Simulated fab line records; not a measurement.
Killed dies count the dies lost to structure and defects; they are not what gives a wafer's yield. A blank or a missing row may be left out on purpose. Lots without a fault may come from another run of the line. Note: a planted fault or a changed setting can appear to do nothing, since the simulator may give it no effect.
The same fault as seen by 3 desks -- flow n5_finfet -- what lay behind the numbers comes last; until then each desk has only its own

== THE DEFECT DESK ==
What the inspections along the route counted, lot by lot: means of the sampled wafers that have a number. Marked OUT: a lot whose mean sits more than 4 standard deviations from the usual mean, which makes it out of limits; the brackets give that distance.
Columns: A = raw_defect_count at N5_BEOL_M0_SAQP_INSPECT_42, usual 262
lot,first seen here,A
L831,day 5 18:14,310
L837,day 7 00:11,209
L838,day 7 12:11,211
L845,day 9 04:52,247
L849,day 10 12:23,327
L853,day 11 04:35,223
This desk found nothing out of limits on any of the 6 lots.

== THE TOOL OWNER'S DESK: litho_track-01 ==
The tool's own readings at N5_BEOL_M0_SAQP_COAT_87 (time 60 s, resist thk 5 nm): means of the sampled wafers that have a number, for each lot that ran on this tool. Marked OUT: a lot whose mean sits more than 4 standard deviations from the usual mean, which makes it out of limits; the brackets give that distance.
Columns: A = chill_plate_temp_C at N5_BEOL_M0_SAQP_COAT_87, usual 22.98 C; B = spin_speed_rpm at N5_BEOL_M0_SAQP_COAT_87, usual 1500.1 rpm
lot,first seen here,A,B
L837,day 6 23:50,23.10,1608.0 (+90) OUT
L838,day 7 11:43,22.87,1607.1 (+89) OUT
L849,day 10 11:03,22.88,1499.2
This desk finds L837, L838 out of limits, L837 being first, at day 6 23:50 (spin_speed_rpm at N5_BEOL_M0_SAQP_COAT_87). In limits: L849.

== AT THE METROLOGY DESK ==
Means of the sampled wafers that have a number, per lot and without regard to the tool the lot ran on: this is what the gauges read. Marked OUT: a lot whose mean sits more than 4 standard deviations from the usual mean, which makes it out of limits; the brackets give that distance. Shown here are 7 of its 13 readings, the ones lying furthest out on some lot.
Columns: A = M0_CUT1_OVL at N5_BEOL_M0_SAQP_OVL_MEAS_41, usual 0.0 nm; B = DIBL_N at N5_BEOL_M4_RC_MEAS_101, usual 36.8 mV/V; C = DIBL_P at N5_BEOL_M4_RC_MEAS_101, usual 37.1 mV/V; D = IOFF_N at N5_BEOL_M4_RC_MEAS_101, usual 0.17 nA/um; E = ION_N at N5_BEOL_M4_RC_MEAS_101, usual 672 uA/um; F = VT_N at N5_BEOL_M4_RC_MEAS_101, usual 249 mV; G = VT_P at N5_BEOL_M4_RC_MEAS_101, usual -250 mV
lot,first seen here,A,B,C,D,E,F,G
L831,day 5 17:50,-0.0,38.7,37.9,0.20,684,247,-252
L837,day 6 23:48,-0.0,35.8,35.1,0.16,678,249,-254
L838,day 7 11:40,0.1,40.4,41.1,0.23,696,243,-249
L845,day 9 04:22,-0.4,38.1,37.6,0.19,669,247,-244
L849,day 10 07:50,0.2,35.0,34.4,0.14,664,250,-251
L853,day 11 04:04,-1.3,36.1,38.2,0.18,689,247,-251
This desk found nothing out of limits on any of the 6 lots.

== ALL TOGETHER ==
The tool owner's desk had the chance to raise an alarm at day 6 23:50 on L837, L838.
Nothing the defect desk looked at was out of limits.
The metrology desk saw nothing out of limits.
The defect desk has L837, L838 on record, within its limits.
The metrology desk has L837, L838 on record, within its limits.
N5_BEOL_M0_SAQP_COAT_87 was run on litho_track-01 by each of the lots named.

== WHAT WAS PUT IN BY THE SIMULATOR ==
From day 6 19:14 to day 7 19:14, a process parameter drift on litho_track-01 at N5_BEOL_M0_SAQP_COAT_87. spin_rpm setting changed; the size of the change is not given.
Shown lots that were struck: L837, L838.
Each desk's first reading out of limits, in hours after the fault started: the tool owner's desk, 5.
